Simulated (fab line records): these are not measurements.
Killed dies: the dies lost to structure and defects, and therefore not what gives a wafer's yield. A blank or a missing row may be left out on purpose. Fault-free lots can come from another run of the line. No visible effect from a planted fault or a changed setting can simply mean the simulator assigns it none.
What tool caused it?    flow n5Finfet    10 lots, 30 wafers sampled, at 4 steps of a route of 1938

## WHAT THE GAUGES SHOWED, per wafer
N5_BEOL_M10_CD_MEAS_18: pitch 140 nm, target cd 70 nm.
lot   measured      on        cdNm (nm)
L581  day 9 12:19   cdSem-01  70.3 70.2 70.3
L583  day 9 18:34   cdSem-03  69.1 68.9 69.0
L584  day 10 20:28  cdSem-02  69.7 70.6 70.4
L586  day 11 02:37  cdSem-01  70.0 69.9 69.3
L587  day 11 09:25  cdSem-01  69.5 69.7 70.3
L593  day 13 02:35  cdSem-01  70.3 70.3 70.0
L600  day 14 10:00  cdSem-01  70.3 71.0 71.0
L601  day 14 18:31  cdSem-02  69.9 70.0 69.8
L602  day 14 23:05  cdSem-01  71.0 70.3 70.6
L603  day 15 18:34  cdSem-02  70.7 69.6 69.5

## TOOL THAT RAN EACH LOT (tool first, then ch and the chambers of the sampled wafers, then the start)
lot   N5_BEOL_M10_ILD_DEP_00           N5_BEOL_M10_ETCH_61                N5_BEOL_M10_STRIP_19
L581  pecvd-01 ch 0,1, day 9 09:53     rieDiel-05 ch 1,3, day 9 11:54     rieDiel-03 ch 0,1,2, day 9 12:15
L583  pecvd-01 ch 0,1, day 9 15:45     rieDiel-03 ch 1,2,3, day 9 18:09   rieDiel-03 ch 0,2,3, day 9 18:30
L584  pecvd-01 ch 0,1,2, day 10 17:40  rieDiel-03 ch 0,1,2, day 10 20:02  rieDiel-06 ch 2,3, day 10 20:24
L586  pecvd-02 ch 0,2, day 11 00:07    rieDiel-05 ch 0,1,3, day 11 02:12  rieDiel-03 ch 0,3, day 11 02:33
L587  pecvd-04 ch 0,1,2, day 11 07:29  rieDiel-06 ch 1,2, day 11 09:00    rieDiel-06 ch 1,2, day 11 09:20
L593  pecvd-04 ch 0,2, day 12 23:46    rieDiel-03 ch 1,2,3, day 13 02:10  rieDiel-03 ch 1,2,3, day 13 02:31
L600  pecvd-01 ch 1,2, day 14 05:50    rieDiel-03 ch 0,1, day 14 09:21    rieDiel-03 ch 1,2, day 14 09:56
L601  pecvd-04 ch 0,1, day 14 16:46    rieDiel-03 ch 0,2,3, day 14 18:06  rieDiel-06 ch 0,2, day 14 18:27
L602  pecvd-04 ch 0,1,2, day 14 18:33  rieDiel-05 ch 0,1,2, day 14 22:39  rieDiel-06 ch 0,1,2, day 14 23:01
L603  pecvd-02 ch 0,1,2, day 15 15:41  rieDiel-05 ch 1,2,3, day 15 18:08  rieDiel-03 ch 0,1,3, day 15 18:29
- N5_BEOL_M10_ILD_DEP_00: deposits SiCOH lowk from DEMS/porogen, target thk 308.51 nm, time 58 s.
- N5_BEOL_M10_ETCH_61: etches SiARC in CF4, target depth 39 nm, time 65 s.
- N5_BEOL_M10_STRIP_19: strips in O2.

## THE ANSWER, worked out from the rows above alone
Rule: the lots themselves supply what counts as usual. Put in order of their means at a reading, lots are off if they are a third of the lots or fewer, leave a main group of 4 or more, and stand apart from it by a gap of 3 or more times the standard deviation of the main group's means; of several such gaps the widest counts. A main group whose means are all the same, to the digits that the tables above print for the reading, isn't used. A lot without any number at a reading at which 4 lots or more have one is off too. Any other lot the step has rows for is counted as sound.
Across all readings shown, no lot is off: no conclusion can be drawn from this.

## WHAT THE SIMULATOR HAD PUT IN
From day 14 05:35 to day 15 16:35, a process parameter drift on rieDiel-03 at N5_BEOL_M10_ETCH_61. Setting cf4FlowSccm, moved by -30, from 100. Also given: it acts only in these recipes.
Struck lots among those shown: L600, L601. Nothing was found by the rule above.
